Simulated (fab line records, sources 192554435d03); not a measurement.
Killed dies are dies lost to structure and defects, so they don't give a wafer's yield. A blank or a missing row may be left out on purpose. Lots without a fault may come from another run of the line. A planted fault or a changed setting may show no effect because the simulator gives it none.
Split-lot experiment | flow n5_finfet | 7 lots, 21 wafers read, on a route of 1938 steps

THE SPLIT
At N5_BEOL_M6_PECVD_70 (deposits SiO2 from TEOS/O2, target thk 20 nm, time 22.7 s), the setting temp_c was moved away from the recipe's 400 C on 10 of the 21 wafers read, by -4.1% to +2.6%. The other wafers ran this setting at the recipe's value.

The reading is taken at the split's own step.

THE READING
SiO2_of_BEOL_M6_PECVD_70.thk_nm (the simulator's own value, which no gauge read), in nm, at N5_BEOL_M6_PECVD_70 (deposits SiO2 from TEOS/O2, target thk 20 nm, time 22.7 s). The file gives no usual value for it. The 11 wafers here that ran the recipe average 19.9 nm, standard deviation 0.21 nm.

wafer  | tool, chamber at the split | temp_c as run, C | against the recipe | SiO2_of_BEOL_M6_PECVD_70.thk_nm, nm | against lot-mates on the recipe
L075.3 | pecvd-02, 2                | 400              | recipe             | 19.6                                | -
L075.4 | pecvd-02, 1,2              | 400              | recipe             | 20                                  | -
L075.5 | pecvd-02, 1,2              | 400              | recipe             | 20                                  | -
L077.1 | pecvd-01, 1                | 400              | recipe             | 19.8                                | -
L077.3 | pecvd-01, 2                | 407.3            | +1.8%              | 18.8                                | -1.0
L077.6 | pecvd-01, 0                | 407.3            | +1.8%              | 19.2                                | -0.6
L084.2 | pecvd-01, 2                | 400              | recipe             | 19.6                                | -
L084.5 | pecvd-01, 1,2              | 400              | recipe             | 20.2                                | -
L084.6 | pecvd-01, 1,2              | 400              | recipe             | 20.2                                | -
L086.1 | pecvd-04, 1                | 400              | recipe             | 20                                  | -
L086.4 | pecvd-04, 2                | 383.7            | -4.1%              | 22.8                                | +2.8
L086.6 | pecvd-04, 0                | 383.7            | -4.1%              | 22.6                                | +2.6
L087.3 | pecvd-04, 2                | 400              | recipe             | 19.8                                | -
L087.4 | pecvd-04, 2                | 388.7            | -2.8%              | 21.8                                | +2.0
L087.6 | pecvd-04, 0                | 388.7            | -2.8%              | 22                                  | +2.2
L091.1 | pecvd-02, 0                | 400              | recipe             | 19.6                                | -
L091.3 | pecvd-02, 2                | 410.4            | +2.6%              | 18.2                                | -1.4
L091.4 | pecvd-02, 2                | 410.4            | +2.6%              | 18.6                                | -1.0
L097.4 | pecvd-01, 0                | 407              | +1.8%              | 19.2                                | -0.6
L097.5 | pecvd-01, 2                | 400              | recipe             | 19.8                                | -
L097.6 | pecvd-01, 1                | 407              | +1.8%              | 19.4                                | -0.4
Where a row lists several chambers, the file gives one row for several wafers and doesn't say which wafer went through which chamber.

THE FIT
A straight line over all 21 wafers: SiO2_of_BEOL_M6_PECVD_70.thk_nm changes by -0.625 nm for each +1% of temp_c; r = -0.98; the points scatter about the line by 0.26 nm.
The same after taking each lot's own level away (the mean of its wafers on the recipe; 21 wafers): -0.59 nm for each +1%; r = -0.97; scatter 0.27 nm.
On that fit, the largest move of temp_c shifts the reading by 2.4 nm.
The lots' own levels span 19.60 to 20.00 nm, that is 1.9 times the standard deviation above.
So the lot-to-lot level changes the slope little: the two slopes agree.
Check: with one of the wafers moved furthest among these (-4.1%) left out of the fit, the line predicts +2.51 nm for it against its lot-mates. It came out at +2.8 nm against them.

THE FILE'S OWN FIT
SiO2_of_BEOL_M6_PECVD_70.thk_nm changes by -0.593 nm for each +1% of temp_c, r = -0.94.
